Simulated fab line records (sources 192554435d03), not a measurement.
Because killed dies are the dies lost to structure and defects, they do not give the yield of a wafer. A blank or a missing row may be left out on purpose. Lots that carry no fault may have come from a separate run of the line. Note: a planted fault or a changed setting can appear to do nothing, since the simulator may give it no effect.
Lot-split experiment -- flow n5Finfet -- 21 wafers read from 7 lots, route of 1938 steps

== ON THE SPLIT ==
At N5_BEOL_M5_COAT_71 (time 60 s, resist thk 5 nm), the setting spinRpm was moved away from the recipe's 1500 rpm on 7 of the 21 wafers read, by -11.0% to +10.6%. All remaining wafers had this setting at the recipe value.

== FROM THE SPLIT TO THE READING: what the file shows between them, 3 steps ==
- N5_BEOL_M5_COAT_05: resist thk 30 nm
- N5_BEOL_M5_EBR_07
- N5_BEOL_M5_DESCUM_16: chemistry O2, time 7 s

== THE READING ==
etch.depthNm (the simulator's own value, which no gauge read), in nm, at N5_BEOL_M5_ETCH_72 (etches underlayer in N2/H2, target depth 6.5 nm, time 5.2 s). No usual value for it is given in the file. Across the 14 wafers here that went through the recipe, the average is 5.007 nm and the standard deviation 0.011 nm.

wafer,"tool, chamber at the split","spinRpm as run, rpm",against the recipe,"etch.depthNm, nm",against lot-mates on the recipe
L080.2,"lithoTrack-01, 0",1452,-3.2%,5.087,+0.073
L080.3,"lithoTrack-01, 0",1500,recipe,5.014,-
L080.4,"lithoTrack-01, 0",1500,recipe,5.013,-
L085.3,"lithoTrack-02, 0",1440,-4.0%,5.095,+0.096
L085.5,"lithoTrack-02, 0",1500,recipe,4.991,-
L085.6,"lithoTrack-02, 0",1500,recipe,5.008,-
L088.2,"lithoTrack-02, 0",1335,-11.0%,5.289,+0.288
L088.3,"lithoTrack-02, 0",1500,recipe,5.001,-
L088.5,"lithoTrack-02, 0",1335,-11.0%,5.283,+0.282
L089.3,"lithoTrack-03, 0",1447,-3.5%,5.092,+0.094
L089.4,"lithoTrack-03, 0",1500,recipe,4.991,-
L089.6,"lithoTrack-03, 0",1500,recipe,5.005,-
L090.1,"lithoTrack-01, 0",1659,+10.6%,4.76,-0.261
L090.4,"lithoTrack-01, 0",1500,recipe,5.021,-
L090.5,"lithoTrack-01, 0",1659,+10.6%,4.785,-0.236
L091.2,"lithoTrack-02, 0",1500,recipe,5.016,-
L091.5,"lithoTrack-02, 0",1500,recipe,5.024,-
L091.6,"lithoTrack-02, 0",1500,recipe,5.014,-
L095.1,"lithoTrack-01, 0",1500,recipe,4.992,-
L095.2,"lithoTrack-01, 0",1500,recipe,4.989,-
L095.4,"lithoTrack-01, 0",1500,recipe,5.013,-

THE FIT
A straight line over all 21 wafers: etch.depthNm changes by -0.0237 nm for each +1% of spinRpm; r = -0.99; the points scatter about the line by 0.013 nm.
The same after taking each lot's own level away (the mean of its wafers on the recipe; 21 wafers): -0.0246 nm for each +1%; r = -1.00; scatter 0.0093 nm.
The reading moves by 0.27 nm for the largest change in spinRpm, on that fit.
From 4.9980 to 5.0210 nm: that is the span of the lots' own levels, equal to 2.0 times the standard deviation above.
Hence the lot-to-lot level has little effect on the slope; both slopes agree.
Check: for one of the wafers moved furthest among these (-11.0%), held out of the fit, the line's prediction against its lot-mates is +0.268 nm. Against them it came out at +0.288 nm.

== THESE WAFERS: OTHER SPLITS ==
Note: prior to the reading, these wafers also went through further splits. Each is held against what the fit with the lots' levels taken away leaves over:
other split on the same wafers,wafers away from the commonest value,r with etch.depthNm (lot level and that fit taken away)
N5_BEOL_M4_TRENCH_ETCH_37 biasW,10,+0.02
N5_BEOL_M5_ILD_DEP_00 timeS,5,-0.42

== THE WHOLE CHAIN: every reading that the file lists as answering this split, in the file's order ==
step,what it does,reading,change (the file's fit),r (the file's)
N5_BEOL_M5_ETCH_72,"etches underlayer in N2/H2, target depth 6.5 nm, time 5.2 s",etchRfOnTimeS,withheld for each +1% of the setting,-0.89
N5_BEOL_M5_ETCH_72,"etches underlayer in N2/H2, target depth 6.5 nm, time 5.2 s","etch.depthNm (the simulator's own value, which no gauge read)",-0.0247 nm for each +1% of the setting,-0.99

== THE FILE'S OWN FIT ==
etch.depthNm changes by -0.0247 nm for each +1% of spinRpm, r = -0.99.
